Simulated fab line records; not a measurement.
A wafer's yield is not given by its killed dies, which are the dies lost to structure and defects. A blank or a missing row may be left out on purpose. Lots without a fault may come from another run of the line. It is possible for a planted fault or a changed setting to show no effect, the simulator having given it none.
Lot-split experiment + flow n5 finfet + route with 1938 steps; 7 lots, 21 wafers read

== ON THE SPLIT ==
At N5_BEOL_M8_PEB_09 (peb time 60 s), the setting peb time s was moved away from the recipe's 60 s on 8 of the 21 wafers read, by -10.0% to +21.6%. The other wafers ran this setting at the recipe's value.

== FROM THE SPLIT TO THE READING: what the file shows between them, 14 steps ==
- N5_BEOL_M8_DEVELOP_10: develop time 30 s
- N5_BEOL_M8_CD_MEAS_11: target cd 38.5 nm
- N5_BEOL_M8_DESCUM_16: chemistry O2, time 7.9 s
- N5_BEOL_M8_ETCH_61: etches SiARC in CF4, target depth 45.5 nm, time 75.8 s
- N5_BEOL_M8_ETCH_62: etches SOC in N2/H2, target depth 110 nm, overetch 22 nm, time 165 s
- N5_BEOL_M8_STRIP_68: strips in N2/H2
- N5_BEOL_M8_STRIP_67: strips in CF4
- N5_BEOL_M8_HM_OPEN_17: chemistry Cl2/BCl3, target TiN, target depth 20 nm, overetch 6 nm
- N5_BEOL_M8_STRIP_19: strips in O2
- N5_BEOL_M8_CD_MEAS_18: pitch 80 nm, target cd 40 nm
- N5_BEOL_M8_COAT_63: time 60 s, resist thk 60 nm
- N5_BEOL_M8_COAT_64: time 60 s, resist thk 12 nm
- N5_BEOL_M8_PRECLEAN_42: cleans in residue remover, time 60 s
- N5_BEOL_M8_SRD_43: time 30 s

== THE READING ==
cd nm (nm) at N5_BEOL_M8_CD_MEAS_35, where the cd target is 40 nm. Fault-free wafers of this fab line usually give 39.7 nm, standard deviation 0.78 nm.

| wafer  | tool, chamber at the split | peb time s as run, s | against the recipe | cd nm, nm | against lot-mates on the recipe |
|--------|----------------------------|----------------------|--------------------|-----------|---------------------------------|
| L083.1 | litho track-03, 0          | 72.96                | +21.6%             | 43.9      | +5.4                            |
| L083.3 | litho track-03, 0          | 60                   | recipe             | 37.5      | -                               |
| L083.4 | litho track-03, 0          | 60                   | recipe             | 39.5      | -                               |
| L085.2 | litho track-02, 0          | 60                   | recipe             | 39.9      | -                               |
| L085.3 | litho track-02, 0          | 60                   | recipe             | 40.1      | -                               |
| L085.6 | litho track-02, 0          | 71.52                | +19.2%             | 44.5      | +4.5                            |
| L089.4 | litho track-02, 0          | 68.44                | +14.1%             | 43.7      | +3.4                            |
| L089.5 | litho track-02, 0          | 60                   | recipe             | 40.6      | -                               |
| L089.6 | litho track-02, 0          | 60                   | recipe             | 40.1      | -                               |
| L092.1 | litho track-02, 0          | 60                   | recipe             | 40.2      | -                               |
| L092.2 | litho track-02, 0          | 60                   | recipe             | 39.4      | -                               |
| L092.5 | litho track-02, 0          | 60                   | recipe             | 40.1      | -                               |
| L090.1 | litho track-03, 0          | 69.47                | +15.8%             | 42.6      | +3.9                            |
| L090.2 | litho track-03, 0          | 60                   | recipe             | 38.7      | -                               |
| L090.5 | litho track-03, 0          | 69.47                | +15.8%             | 42.9      | +4.2                            |
| L094.1 | litho track-03, 0          | 54.46                | -9.2%              | 37.3      | -2.2                            |
| L094.4 | litho track-03, 0          | 60                   | recipe             | 39.6      | -                               |
| L094.5 | litho track-03, 0          | 60                   | recipe             | 39.4      | -                               |
| L095.2 | litho track-03, 0          | 53.99                | -10.0%             | 36.3      | -2.8                            |
| L095.4 | litho track-03, 0          | 53.99                | -10.0%             | 37.1      | -2.0                            |
| L095.6 | litho track-03, 0          | 60                   | recipe             | 39.1      | -                               |

THE FIT
A straight line over all 21 wafers: cd nm changes by +0.237 nm for each +1% of peb time s; r = +0.95; the points scatter about the line by 0.74 nm.
The same after taking each lot's own level away (the mean of its wafers on the recipe; 21 wafers): +0.245 nm for each +1%; r = +0.99; scatter 0.4 nm.
On that fit, the largest move of peb time s shifts the reading by 5.3 nm.
The lots' own levels span 38.50 to 40.35 nm, that is 2.4 times the standard deviation above.
The two slopes agree, so the slope changes little with the lot-to-lot level.
Check: +5.28 nm against its lot-mates is what the line predicts for one of the wafers moved furthest among these (+21.6%) when that wafer is left out of the fit. Against them it came out at +5.4 nm.

== THE WHOLE CHAIN: every reading that the file lists as answering this split, in the file's order ==
| step                  | what it does                                                         | reading                                                               | change (the file's fit)               | r (the file's) |
|-----------------------|----------------------------------------------------------------------|-----------------------------------------------------------------------|---------------------------------------|----------------|
| N5_BEOL_M8_CD_MEAS_11 | target cd 38.5 nm                                                    | cd nm                                                                 | +0.231 nm for each +1% of the setting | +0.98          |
| N5_BEOL_M8_ETCH_61    | etches SiARC in CF4, target depth 45.5 nm, time 75.8 s               | BEOL_M8.cd offset nm (the simulator's own value, which no gauge read) | +0.233 nm for each +1% of the setting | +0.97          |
| N5_BEOL_M8_ETCH_62    | etches SOC in N2/H2, target depth 110 nm, overetch 22 nm, time 165 s | BEOL_M8.cd offset nm (the simulator's own value, which no gauge read) | +0.241 nm for each +1% of the setting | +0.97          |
| N5_BEOL_M8_CD_MEAS_18 | pitch 80 nm, target cd 40 nm                                         | cd nm                                                                 | +0.236 nm for each +1% of the setting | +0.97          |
| N5_BEOL_M8_CD_MEAS_35 | target cd 40 nm                                                      | cd nm                                                                 | +0.246 nm for each +1% of the setting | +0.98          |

== THE FILE'S OWN FIT ==
cd nm changes by +0.246 nm for each +1% of peb time s, r = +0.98.
